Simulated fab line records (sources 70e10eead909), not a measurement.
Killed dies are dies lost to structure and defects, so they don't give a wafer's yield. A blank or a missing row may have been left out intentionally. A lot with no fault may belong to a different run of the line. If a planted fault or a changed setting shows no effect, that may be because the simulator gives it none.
Chamber matching | flow nand-harc | 4 sister chambers for NHARC_P_GATE_ALD_36 on ald-sin-02
The step deposits SiNx, target thk 20 nm, pulse time 60 s, ald cycles 223. 8 wafers are shown with their chamber, then 9 later ones without.

== WAFERS, EACH WITH ITS CHAMBER ==
wafer  | chamber | heater-power-w (W) | precursor-pulse-height-rel
L077.2 | 2       | 814                | 1.025
L083.3 | 3       | 810                | 0.999
L083.1 | 0       | 884                | 1.013
L086.6 | 3       | 799                | 0.966
L086.5 | 0       | 897                | 1.022
L088.4 | 1       | 904                | 0.981
L088.6 | 1       | 906                | 0.990
L088.5 | 2       | 804                | 1.002

== WAFERS WHOSE CHAMBER IS MISSING ==
wafer  | heater-power-w (W) | precursor-pulse-height-rel
L090.2 | 896                | 0.986
L090.3 | 798                | 1.006
L090.4 | 830                | 0.981
L093.1 | 895                | 0.977
L093.3 | 804                | 1.042
L093.6 | 932                | 1.003
L097.4 | 928                | 1.012
L097.2 | 878                | 0.992
L097.6 | 881                | 0.995

== WHICH CHAMBER EACH WENT THROUGH ==
wafer  | from the rows above     | in truth
L090.2 | can't be placed: 1 or 0 | 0
L090.3 | can't be placed: 2 or 3 | 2
L090.4 | can't be placed: 3 or 2 | 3
L093.1 | can't be placed: 1 or 0 | 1
L093.3 | can't be placed: 2 or 3 | 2
L093.6 | can't be placed: 1 or 0 | 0
L097.4 | can't be placed: 1 or 0 | 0
L097.2 | can't be placed: 0 or 1 | 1
L097.6 | can't be placed: 0 or 1 | 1
Correct placement for 0 of the 9. From these rows, 9 cannot be placed; in 9 the true chamber is one of the candidates. 0 placed wrongly.
How it was worked out, from the rows above alone: a wafer's distance from a chamber is the root of the sum, over the readings, of the square of ((its reading less the chamber's mean) divided by the reading's scatter). If the next closest chamber is less than 2 further off than the closest, the wafer can't be placed; otherwise it belongs to the closest. For every chamber, the mean is computed from those of its wafers that are shown. The scatter: take each reading less its chamber's mean, square it, sum over the shown wafers, divide by the number of wafers less the number of chambers, and take the root.
